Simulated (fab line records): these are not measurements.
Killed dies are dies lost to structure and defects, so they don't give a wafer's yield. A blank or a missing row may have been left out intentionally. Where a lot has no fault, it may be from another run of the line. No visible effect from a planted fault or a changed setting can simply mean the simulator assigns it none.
Split-lot experiment -- flow n5Finfet -- route with 1938 steps; 7 lots, 39 wafers read

ABOUT THE SPLIT
At N5_STI_FIN_REVEAL_ALD_00 (deposits SiO2, target thk 1 nm, pulse time 1 s), the setting targetThkA was moved away from the recipe's 10 angstrom on 12 of the 39 wafers read, by -53.2% to +20.7%. For the rest of the wafers, this setting stayed at what the recipe calls for.

The reading comes from the split's own step.

THE READING
SiO2_of_STI_FIN_REVEAL_ALD_00.thkNm (the simulator's own value, which no gauge read), in nm, at N5_STI_FIN_REVEAL_ALD_00 (deposits SiO2, target thk 1 nm, pulse time 1 s). The file gives no usual value for it.

wafer,"tool, chamber at the split","targetThkA as run, angstrom",against the recipe,"SiO2_of_STI_FIN_REVEAL_ALD_00.thkNm, nm",against lot-mates on the recipe
L082.1,"aldSin-04, 3,3,2",10,recipe,1,-
L082.5,"aldSin-04, 3,3,2",10,recipe,1,-
L082.6,"aldSin-04, 3,3,2",10,recipe,1,-
L082.2,"aldSin-04, 0,1,2",4.684,-53.2%,0.4,-0.6
L082.3,"aldSin-04, 0,1,2",4.684,-53.2%,0.4,-0.6
L082.4,"aldSin-04, 0,1,2",4.684,-53.2%,0.4,-0.6
L083.1,"aldSin-02, 3,0,1,1,0,3",10,recipe,1,-
L083.2,"aldSin-02, 3,0,1,1,0,3",10,recipe,1,-
L083.3,"aldSin-02, 3,0,1,1,0,3",10,recipe,1,-
L083.4,"aldSin-02, 3,0,1,1,0,3",10,recipe,1,-
L083.5,"aldSin-02, 3,0,1,1,0,3",10,recipe,1,-
L083.6,"aldSin-02, 3,0,1,1,0,3",10,recipe,1,-
L093.1,"aldSin-03, 3,2,1",10,recipe,1,-
L093.4,"aldSin-03, 3,2,1",10,recipe,1,-
L093.5,"aldSin-03, 3,2,1",10,recipe,1,-
L093.2,"aldSin-03, 1,0,0",5.708,-42.9%,0.6,-0.4
L093.3,"aldSin-03, 1,0,0",5.708,-42.9%,0.6,-0.4
L093.6,"aldSin-03, 1,0,0",5.708,-42.9%,0.6,-0.4
L094.1,"aldSin-02, 2,3,1",8.059,-19.4%,0.8,-0.2
L094.3,"aldSin-02, 2,3,1",8.059,-19.4%,0.8,-0.2
L094.5,"aldSin-02, 2,3,1",8.059,-19.4%,0.8,-0.2
L094.2,"aldSin-02, 0,1,0",10,recipe,1,-
L094.4,"aldSin-02, 0,1,0",10,recipe,1,-
L094.6,"aldSin-02, 0,1,0",10,recipe,1,-
L095.2,"aldSin-02, 1,3,2",10,recipe,1,-
L095.3,"aldSin-02, 1,3,2",10,recipe,1,-
L095.4,"aldSin-02, 1,3,2",10,recipe,1,-
L096.1,"aldSin-04, 0,3,2,1,2,1",10,recipe,1,-
L096.2,"aldSin-04, 0,3,2,1,2,1",10,recipe,1,-
L096.3,"aldSin-04, 0,3,2,1,2,1",10,recipe,1,-
L096.4,"aldSin-04, 0,3,2,1,2,1",10,recipe,1,-
L096.5,"aldSin-04, 0,3,2,1,2,1",10,recipe,1,-
L096.6,"aldSin-04, 0,3,2,1,2,1",10,recipe,1,-
L097.1,"aldSin-03, 3,1,0",12.07,+20.7%,1.2,+0.2
L097.5,"aldSin-03, 3,1,0",12.07,+20.7%,1.2,+0.2
L097.6,"aldSin-03, 3,1,0",12.07,+20.7%,1.2,+0.2
L097.2,"aldSin-03, 0,1,2",10,recipe,1,-
L097.3,"aldSin-03, 0,1,2",10,recipe,1,-
L097.4,"aldSin-03, 0,1,2",10,recipe,1,-
Where a row lists several chambers, the file gives one row for several wafers and doesn't say which wafer went through which chamber.

FIT RESULTS
A straight line over all 39 wafers: SiO2_of_STI_FIN_REVEAL_ALD_00.thkNm changes by +0.0104 nm for each +1% of targetThkA; r = +1.00; the points scatter about the line by 0.019 nm.
The same after taking each lot's own level away (the mean of its wafers on the recipe; 39 wafers): +0.0104 nm for each +1%; r = +1.00; scatter 0.019 nm.
According to that fit, moving targetThkA by its largest amount changes the reading by 0.55 nm.
The lots' own levels span 1.00 to 1.00 nm.
Hence the lot-to-lot level has little effect on the slope; both slopes agree.
Check: for one of the wafers moved furthest among these (-53.2%), held out of the fit, the line's prediction against its lot-mates is -0.545 nm. It came out at -0.6 nm against them.

OTHER SPLITS ON THESE WAFERS
Before the reading, these wafers also passed through other splits. Each is held against what the fit with the lots' levels taken away leaves over:
other split on the same wafers,wafers away from the commonest value,r with SiO2_of_STI_FIN_REVEAL_ALD_00.thkNm (lot level and that fit taken away)
N5_FIN_SAQP_PECVD_47 timeS,15,+0.12

THE FILE'S OWN FIT
SiO2_of_STI_FIN_REVEAL_ALD_00.thkNm changes by +0.0104 nm for each +1% of targetThkA, r = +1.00.
